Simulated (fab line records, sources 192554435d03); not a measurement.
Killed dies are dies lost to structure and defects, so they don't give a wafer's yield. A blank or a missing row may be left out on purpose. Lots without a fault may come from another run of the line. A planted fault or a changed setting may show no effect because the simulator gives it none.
Chamber matching | flow n5_finfet | N5_HKMG_FIN_STRIP_89 on rie_diel-02: 4 sister chambers
The step strips SOC in N2/H2, time 20 s. 14 wafers are shown with their chamber, then 7 later ones without.

WAFERS WITH THEIR CHAMBER
wafer  | chamber | throttle_valve_pct (%) | oes_product_au (a.u.) | showerhead_plenum_p_Torr (Torr)
L076.1 | 1       | 19.1                   | 0.67                  | 3.17
L076.2 | 2       | 19.6                   | 0.85                  | 3.43
L076.5 | 1       | 19.1                   | 0.66                  | 3.17
L081.2 | 1       | 18.6                   | 1.00                  | 3.58
L081.5 | 1       | 18.6                   | 0.99                  | 3.58
L081.6 | 0       | 18.6                   | 0.72                  | 3.47
L087.1 | 3       | 18.6                   | 0.94                  | 3.55
L087.4 | 2       | 19.7                   | 0.81                  | 3.41
L087.5 | 3       | 18.6                   | 0.93                  | 3.55
L088.1 | 0       | 18.6                   | 0.70                  | 3.46
L088.3 | 3       | 18.6                   | 0.92                  | 3.55
L088.6 | 0       | 18.6                   | 0.70                  | 3.46
L091.1 | 1       | 18.7                   | 0.91                  | 3.57
L091.5 | 2       | 19.7                   | 0.81                  | 3.41

SIGNATURES (means of the wafers above)
reading                  | chamber 0 | chamber 1 | chamber 2 | chamber 3 | scatter within a chamber
throttle_valve_pct       | 18.600    | 18.820    | 19.667    | 18.600    | 0.166
oes_product_au           | 0.7067    | 0.8460    | 0.8233    | 0.9300    | 0.108
showerhead_plenum_p_Torr | 3.4633    | 3.4140    | 3.4167    | 3.5500    | 0.141
Rule: a wafer's distance from a chamber is the root of the sum, over the readings, of the square of ((its reading less the chamber's mean) divided by the reading's scatter). The wafer belongs to the nearest chamber; if the next one is less than 2 further off, it can't be placed. The scatter: the root of (the sum of the squares of (reading less its chamber's mean) over the shown wafers, divided by (wafers less chambers)).

WAFERS WITHOUT THEIR CHAMBER
wafer  | throttle_valve_pct (%) | oes_product_au (a.u.) | showerhead_plenum_p_Torr (Torr)
L091.6 | 18.6                   | 0.92                  | 3.55
L093.2 | 18.7                   | 0.91                  | 3.57
L093.4 | 19.7                   | 0.80                  | 3.41
L093.5 | 18.7                   | 0.90                  | 3.57
L096.2 | 18.7                   | 0.70                  | 3.45
L096.4 | 18.6                   | 0.91                  | 3.54
L096.6 | 18.6                   | 0.91                  | 3.54

WHICH CHAMBER EACH WENT THROUGH
wafer  | from the rows above          | in truth
L091.6 | can't be placed: 3 or 1 or 0 | 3
L093.2 | can't be placed: 3 or 1 or 0 | 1
L093.4 | 2                            | 2
L093.5 | can't be placed: 3 or 1 or 0 | 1
L096.2 | can't be placed: 0 or 1 or 3 | 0
L096.4 | can't be placed: 3 or 1 or 0 | 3
L096.6 | can't be placed: 3 or 1 or 0 | 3
Placed correctly: 1 of 7. Can't be placed from these rows: 6 (the true chamber is among the candidates in 6). Placed wrongly: 0.
